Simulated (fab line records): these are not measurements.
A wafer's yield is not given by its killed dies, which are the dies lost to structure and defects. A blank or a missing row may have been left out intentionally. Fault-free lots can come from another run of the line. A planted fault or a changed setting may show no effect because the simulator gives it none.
Chamber matching ; flow n5-finfet ; N5_BEOL_M3_ETCH_64 on rie-diel-04 has 4 sister chambers
The step etches SOC in N2/H2, target depth 75 nm, overetch 15 nm, time 112.5 s. 22 wafers are shown with their chamber, then 11 later ones without.

== EACH WAFER AND ITS CHAMBER ==
wafer;chamber;drypump-motor-current-A (A);throttle-valve-pct (%);showerhead-plenum-p-Torr (Torr)
L074.1;2;5.2;17.86;2.60
L074.2;0;5.6;17.90;2.51
L074.3;1;5.4;18.04;2.52
L076.1;0;5.7;17.91;2.51
L076.4;0;5.6;17.90;2.51
L076.6;1;5.4;18.04;2.52
L075.1;0;5.6;17.90;2.51
L075.3;2;5.2;17.83;2.60
L075.4;2;5.2;17.85;2.60
L077.2;0;5.6;17.89;2.50
L077.4;1;5.4;18.04;2.52
L077.6;2;5.2;17.84;2.60
L083.2;0;5.6;17.95;2.50
L083.4;1;5.4;18.08;2.51
L083.6;3;4.8;17.21;2.48
L087.2;3;4.8;17.26;2.47
L087.5;1;5.4;18.09;2.51
L087.6;2;5.2;17.91;2.59
L088.1;2;5.2;17.90;2.59
L088.3;1;5.4;18.08;2.51
L088.5;2;5.2;17.89;2.59
L091.1;2;5.2;17.89;2.59

SIGNATURES, as means of the wafers listed above
reading;chamber 0;chamber 1;chamber 2;chamber 3;scatter within a chamber
drypump-motor-current-A;5.617;5.400;5.200;4.800;0.0215
throttle-valve-pct;17.9083;18.0617;17.8712;17.2350;0.0266
showerhead-plenum-p-Torr;2.5067;2.5150;2.5950;2.4750;0.00544
Rule: for each reading, subtract the chamber's mean from the wafer's reading, divide by that reading's scatter and square the result; add these up over the readings and take the root, which gives the wafer's distance from the chamber. If the next closest chamber is less than 2 further off than the closest, the wafer can't be placed; otherwise it belongs to the closest. The scatter: the root of (the sum of the squares of (reading less its chamber's mean) over the shown wafers, divided by (wafers less chambers)).

== WAFERS WHOSE CHAMBER IS MISSING ==
wafer;drypump-motor-current-A (A);throttle-valve-pct (%);showerhead-plenum-p-Torr (Torr)
L091.5;5.6;17.97;2.49
L091.6;5.4;18.11;2.51
L092.1;5.3;18.09;2.51
L092.3;5.6;17.95;2.49
L092.4;4.8;17.26;2.47
L094.2;5.6;17.95;2.49
L094.4;4.8;17.25;2.47
L094.6;4.8;17.27;2.47
L095.3;5.6;17.98;2.49
L095.4;5.2;17.90;2.58
L095.6;4.8;17.28;2.47

== EACH ONE'S CHAMBER ==
wafer;from the rows above;in truth
L091.5;0;0
L091.6;1;1
L092.1;1;1
L092.3;0;0
L092.4;3;3
L094.2;0;0
L094.4;3;3
L094.6;3;3
L095.3;0;0
L095.4;2;2
L095.6;3;3
Correct placement for 11 of the 11. From these rows, 0 cannot be placed. 0 placed wrongly.
